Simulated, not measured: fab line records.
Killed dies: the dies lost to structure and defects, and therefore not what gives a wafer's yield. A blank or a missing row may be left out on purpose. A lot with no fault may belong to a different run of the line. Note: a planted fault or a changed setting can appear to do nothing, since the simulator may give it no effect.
fab line records	flow n5-finfet
record lots=4	wafers=12	last-day=17
route steps=1938 shown MOL_CONTACT_COAG@553
lots untouched by any fault: they come from a run of this same line in which no faults occurred
start-h: start of the lot's first displayed wafer, in hours after the record's first day	wait-h: how many hours have passed since the lot's step before this one	" the same as in the row above	L1.1+2: a single row standing in for several wafers	- no value, or no start was given	* or withheld: withheld	< > ~ a bound
route shown NAME@n: a module of which the file shows steps, and the number in the route of the first	usual: the fault-free wafers' mean and standard deviation	same: alike in all rows	chamber/n: place in a boat	sites: each site's reading	_std_site: their standard deviation	_edge_site: the outer-site mean with the inner-site mean subtracted	radius-mm: for every site, how far away it sits from the centre of the wafer	mask NAME#n: copy n	behind: tool/chamber where the wafer was last shaped	hold: why the lot was held/for how many hours/how that ended	device: the n, p or np transistor that did not switch	end of line: the route-end tests of the same wafers	a step given without rows: its recipe and nothing more	killed: count of dies lost to structure and defects at first sort (not the wafer's yield)	map: a wafer's dies, x killed, . not, _ none there
set.NAME: the setting that was run; set.NAME@STEP: the one run at that earlier step	model.NAME: the simulator's own value behind a step, which no gauge read
certain route steps with their lots: each step a table, each wafer a row
services: from which hour (start-h, from the record's first day; less than 0 if before it) a tool's chamber was out of use, for how many hours, and why
## steps
# step N5_MOL_CONTACT_COAG_SRD_126
# recipe dry-time-s=32	dry=n2-spin	spin-rpm=1500
# step N5_MOL_CONTACT_COAG_CMP_23
# recipe stop-on=SiO2	t-overpolish-s=1.5	post-cmp-clean=cu-alkaline	down-force-psi=2	platen-rpm=50.289	pad-velocity-m-s=1.0006	target-thk-nm=0
# step N5_MOL_CONTACT_COAG_WET_ETCH_26
# recipe target=Co	target-depth-nm=13
# step N5_MOL_CONTACT_COAG_WET_ETCH_116
# recipe chemistry=SC1-inhibited	target-depth-nm=4.6	dry=ipa-marangoni	rinse-time-s=30	rinse-temp-c=23
# step N5_MOL_CONTACT_COAG_ALD_27
# recipe material=SiOC	target-thk-a=170	temp-c=400	ald-precursor-family=carbosiloxane	ald-co-reactant=H2-plasma	pulse-time-s=1.5	time-s=2720	purge-time-s=2	co-reactant-purge-time-s=2	ald-cycles=340	pressure-torr=2
# step N5_MOL_CONTACT_COAG_CMP_28
# recipe stop-on=SiNx	t-overpolish-s=0.85	post-cmp-clean=alkaline-brush	down-force-psi=4.15	platen-rpm=51.8	pad-velocity-m-s=1.0307	target-thk-nm=14.522
# step N5_MOL_CONTACT_COAG_ALD_123
# recipe material=SiNx	target-thk-a=50	temp-c=400	ald-precursor-family=SiH2I2	ald-co-reactant=N2/H2-plasma	pulse-time-s=1	purge-time-s=2	co-reactant-purge-time-s=2	ald-cycles=100	pressure-torr=2
# step N5_MOL_CONTACT_COAG_PECVD_31
# recipe material=SiO2	target-thk-a=460	temp-c=400	precursor=TEOS/O2	pressure-torr=6.5	rf-w=withheld	teos-flow-sccm=withheld	gas=O2	flow-sccm=2650	time-s=8.9
# step N5_MOL_CONTACT_COAG_COAT_75
# recipe resist=SOC	temp-c=250	time-s=60	spin-rpm=1500	resist-thk-nm=60
# step N5_MOL_CONTACT_COAG_COAT_76
# recipe resist=SiARC	temp-c=220	time-s=60	spin-rpm=1500	resist-thk-nm=10
# usual spin-speed-rpm=1499.9/0.97
lot.wafer	tool	chamber	start-h	wait-h	spin-speed-rpm	model.SiARC_of_MOL_CONTACT_COAG_COAT_76.thk-nm
L688.3	litho-track-02	0	120.71	-	1499.9	10
L688.4	"	0	"	"	1499.4	10
L688.6	"	0	"	"	1500.9	10
L695.1	litho-track-02	0	160.37	-	1641.8	9.6
L695.2	"	0	"	"	1643.5	9.6
L695.3	"	0	"	"	1644.6	9.6
L696.1	litho-track-02	0	164.60	-	1644.4	9.6
L696.3	"	0	"	"	1643.9	9.6
L696.6	"	0	"	"	1643.6	9.6
L705.2	litho-track-03	0	218.77	-	1499.8	10
L705.3	"	0	"	"	1500.2	10
L705.5	"	0	"	"	1499.7	10
# step N5_MOL_CONTACT_COAG_COAT_77
# recipe resist=underlayer	temp-c=205	time-s=60	spin-rpm=1500	resist-thk-nm=10
# step N5_MOL_CONTACT_COAG_COAT_78
# recipe resist=CAR-EUV	spin-rpm=1500	resist-thk-nm=40
# step N5_MOL_CONTACT_COAG_EBR_80
# recipe solvent=PGMEA	ebr-width-mm=1.5
# step N5_MOL_CONTACT_COAG_SOFTBAKE_79
# recipe temp-c=110	time-s=60	resist=CAR-EUV
# step N5_MOL_CONTACT_COAG_EXPOSE_81
# recipe mask-id=VG	na=0.33	source-shape=annular	sigma-inner=0.3	sigma-outer=0.7	polarization=unpolarized	defocus-nm=0	dose-mj=59.5
# step N5_MOL_CONTACT_COAG_PEB_82
# recipe peb-temp-c=100	peb-time-s=60	resist=CAR-EUV
# step N5_MOL_CONTACT_COAG_DEVELOP_83
# recipe develop-time-s=30	developer=TMAH	resist=CAR-EUV	rinse-liquid=surfactant-rinse	dry=air-spin	dev-temp-c=23
# step N5_MOL_CONTACT_COAG_DESCUM_88
# recipe chemistry=O2	time-s=7	source-power-w=50	bias-power-w=20	pressure-mtorr=20	rf-frequency-hz=2.712e+07	temp-c=40	resist=CAR-EUV	o2-flow-sccm=225
# step N5_MOL_CONTACT_COAG_ETCH_89
# recipe chemistry=N2/H2	target=underlayer	target-depth-a=130	mask-material=CAR-EUV	time-s=10.4	ion-energy-ev=200	pressure-mtorr=30	source-w=840	bias-w=150	n2-flow-sccm=200	h2-flow-sccm=200	ends=cleared
# step N5_MOL_CONTACT_COAG_ETCH_90
# recipe chemistry=CF4	target=SiARC	target-depth-a=130	mask-material=CAR-EUV	time-s=21.7	ion-energy-ev=80	pressure-mtorr=40	source-w=545	bias-w=36	Ar_flow_sccm=100	cf4-flow-sccm=100	ends=cleared
# usual drypump-motor-current-A=5.9/0.35	etch-rf-on-time-s=21.6/0.33	oes-product-au=0.66/0.063	rf-vpp-V=184.5/1.1	showerhead-plenum-p-Torr=2.17/0.061	throttle-valve-pct=15.68/0.28
lot.wafer	tool	chamber	start-h	wait-h	drypump-motor-current-A	etch-rf-on-time-s	oes-product-au	rf-hours-counter-h	rf-vpp-V	showerhead-plenum-p-Torr	throttle-valve-pct	model.etch.depth-nm	model.CAR-EUV_of_MOL_CONTACT_COAG_COAT_78.thk-nm
L688.3	rie-diel-04	3	121.29	0.0	6.2	21.4	0.66	156	185.1	2.14	15.89	10.01	17
L688.4	"	0	"	"	6.3	21.9	0.61	-	185.4	2.21	15.68	10.03	17
L688.6	"	3	"	"	6.2	21.3	0.66	-	184.2	2.14	15.90	10.04	17
L695.1	rie-diel-03	2	160.96	0.0	5.8	20.8	0.75	42	185.3	2.26	15.27	9.573	17.4
L695.2	"	0	"	"	5.7	21.1	0.58	225	185.5	2.20	15.89	9.564	17.4
L695.3	"	3	"	"	5.5	21.3	0.62	174	182.8	2.13	15.93	9.582	17.4
L696.1	rie-diel-04	2	165.17	0.0	6.1	21.4	0.64	157	186.1	2.13	15.97	9.646	17.4
L696.3	"	3	"	"	6.2	20.7	0.64	172	184.0	2.14	15.92	9.605	17.4
L696.6	"	1	"	"	6.5	20.9	0.58	-	183.7	2.20	15.96	9.636	17.4
L705.2	rie-diel-05	1	219.22	0.0	5.5	22.0	0.59	199	183.0	2.21	15.74	10.02	17
L705.3	"	0	"	"	5.6	21.2	0.72	52	186.5	2.27	15.32	10.01	16.8
L705.5	"	1	"	"	5.5	21.9	0.60	-	185.1	2.21	15.74	10.01	17
# step N5_MOL_CONTACT_COAG_ALD_131
# recipe material=SiO2	target-thk-a=50	temp-c=100	ald-precursor-family=BDEAS	ald-co-reactant=O2-plasma	pulse-time-s=1	co-reactant-pulse-time-s=1	purge-time-s=2	co-reactant-purge-time-s=2	ald-cycles=35	pressure-torr=2
# step N5_MOL_CONTACT_COAG_ETCHBACK_132
# recipe chemistry=CHF3	target=SiO2	target-depth-a=100	time-s=6.7	ion-energy-ev=200	pressure-mtorr=30	source-w=610	bias-w=170	Ar_flow_sccm=200	CHF3_flow_sccm=50
# usual drypump-motor-current-A=5.9/0.35	oes-product-au=0.77/0.072	rf-vpp-V=526/6.9	showerhead-plenum-p-Torr=2.41/0.066	throttle-valve-pct=18.77/0.24
lot.wafer	tool	chamber	start-h	wait-h	drypump-motor-current-A	oes-product-au	rf-hours-counter-h	rf-vpp-V	showerhead-plenum-p-Torr	throttle-valve-pct	model.CAR-EUV_of_MOL_CONTACT_COAG_COAT_78.thk-nm
L688.3	rie-diel-04	0	121.55	0.1	6.3	0.72	207	532	2.45	18.74	15.6
L688.4	"	0	"	"	6.3	0.72	-	531	2.45	18.75	15.6
L688.6	"	3	"	"	6.2	0.77	-	523	2.37	18.97	15.6
L695.1	rie-diel-04	3	161.35	0.1	6.3	0.77	170	522	2.37	19.00	16
L695.2	"	0	"	"	6.3	0.71	221	532	2.44	18.78	16
L695.3	"	2	"	"	6.1	0.76	156	527	2.37	19.06	16
L696.1	rie-diel-04	1	165.43	0.1	6.5	0.68	240	519	2.45	19.02	16
L696.3	"	2	"	"	6.1	0.75	157	525	2.37	19.05	16
L696.6	"	3	"	"	6.3	0.76	-	523	2.37	18.97	16
L705.2	rie-diel-05	3	219.48	0.1	5.8	0.82	67	515	2.32	18.65	15.6
L705.3	"	1	"	"	5.5	0.69	199	534	2.45	18.83	15.4
L705.5	"	2	"	"	5.5	0.83	-	536	2.40	18.61	15.4
# step N5_MOL_CONTACT_COAG_ETCH_91
# recipe chemistry=N2/H2	target=SOC	target-depth-a=600	overetch-a=210	mask-material=SiARC	temp-c=40	time-s=101.2	ion-energy-ev=200	pressure-mtorr=30	source-w=840	bias-w=150	n2-flow-sccm=200	h2-flow-sccm=200
# usual drypump-motor-current-A=5.9/0.35	oes-product-au=0.65/0.056	rf-vpp-V=525.0/2.1	showerhead-plenum-p-Torr=2.58/0.072	throttle-valve-pct=17.87/0.3
lot.wafer	tool	chamber	start-h	wait-h	drypump-motor-current-A	oes-product-au	rf-hours-counter-h	rf-vpp-V	showerhead-plenum-p-Torr	throttle-valve-pct	model.SiARC_of_MOL_CONTACT_COAG_COAT_76.thk-nm
L688.3	rie-diel-04	0	121.58	0.0	6.3	0.61	207	526.3	2.63	17.93	5.8
L688.4	"	0	"	"	6.3	0.61	-	526.9	2.63	17.90	5.8
L688.6	"	3	"	"	6.3	0.64	-	524.6	2.54	18.05	5.8
L695.1	rie-diel-04	3	161.39	0.0	6.3	0.64	170	523.6	2.54	18.07	5.4
L695.2	"	0	"	"	6.3	0.60	221	525.4	2.62	17.94	5.4
L695.3	"	2	"	"	6.1	0.64	156	524.0	2.55	18.33	5.4
L696.1	rie-diel-04	1	165.46	0.0	6.4	0.57	240	526.1	2.61	18.06	5.4
L696.3	"	2	"	"	6.1	0.64	157	523.8	2.55	18.34	5.4
L696.6	"	3	"	"	6.3	0.63	-	522.6	2.54	18.09	5.4
L705.2	rie-diel-05	2	219.51	0.0	5.5	0.69	66	524.4	2.57	17.72	5.8
L705.3	"	3	"	"	5.8	0.69	67	521.8	2.46	17.63	5.8
L705.5	"	1	"	"	5.5	0.58	-	526.4	2.64	17.98	5.8
# step N5_MOL_CONTACT_COAG_STRIP_92
# recipe chemistry=N2/H2	temp-c=40	n2-flow-sccm=200	h2-flow-sccm=200	rf-frequency-hz=6e+07
## services
tool	chamber	start-h	hours	kind
rie-diel-03	0	103.91	18.7	repair
rie-diel-03	-	112.50	2.8	repair
litho-track-02	-	114.99	-	consumable-replace:filter
rie-diel-04	2	116.92	6.0	repair
rie-diel-04	1	198.07	-	clean
rie-diel-04	1	198.07	-	consumable-replace:focus-ring
rie-diel-04	1	198.07	16.8	scheduled-down
rie-diel-04	1	198.07	16.8	vent-cycle
litho-track-02	-	209.98	-	consumable-replace:filter
## key
first-sign step=N5_MOL_CONTACT_COAG_COAT_76	reading=spin-speed-rpm	direction=up	sigmas=99+	usual=*	struck=*
effect none on later readings
model-effect step=N5_MOL_CONTACT_COAG_COAT_76	value=SiARC_of_MOL_CONTACT_COAG_COAT_76.thk-nm	without=10	struck=9.6
model-effect step=N5_MOL_CONTACT_COAG_ETCH_90	value=etch.depth-nm	without=10.05	struck=9.601
model-effect step=N5_MOL_CONTACT_COAG_ETCHBACK_132	value=CAR-EUV_of_MOL_CONTACT_COAG_COAT_78.thk-nm	without=15.63	struck=16
model-effect step=N5_MOL_CONTACT_COAG_ETCH_91	value=SiARC_of_MOL_CONTACT_COAG_COAT_76.thk-nm	without=5.833	struck=5.4
met-at N5_MOL_CONTACT_COAG_COAT_76
struck-wafers L695.1,L695.2,L695.3,L696.1,L696.3,L696.6
tester-left-out L695,L696
onset-between 120.71 160.37
fault kind=process-parameter-drift	tool=litho-track-02	chamber=-	onset-h=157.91	steps=N5_MOL_CONTACT_COAG_COAT_76	channel=spin-rpm	offset=*	shape=step	end-h=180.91	acts-in=*	stated=*
# tester-left-out: of these lots the tester's yield and bins aren't shown, on N5 and GAA mostly nor the transistor test; their killed dies are dies lost to structure and defects alone, not to doping, threshold or leakage, so they don't give the yield
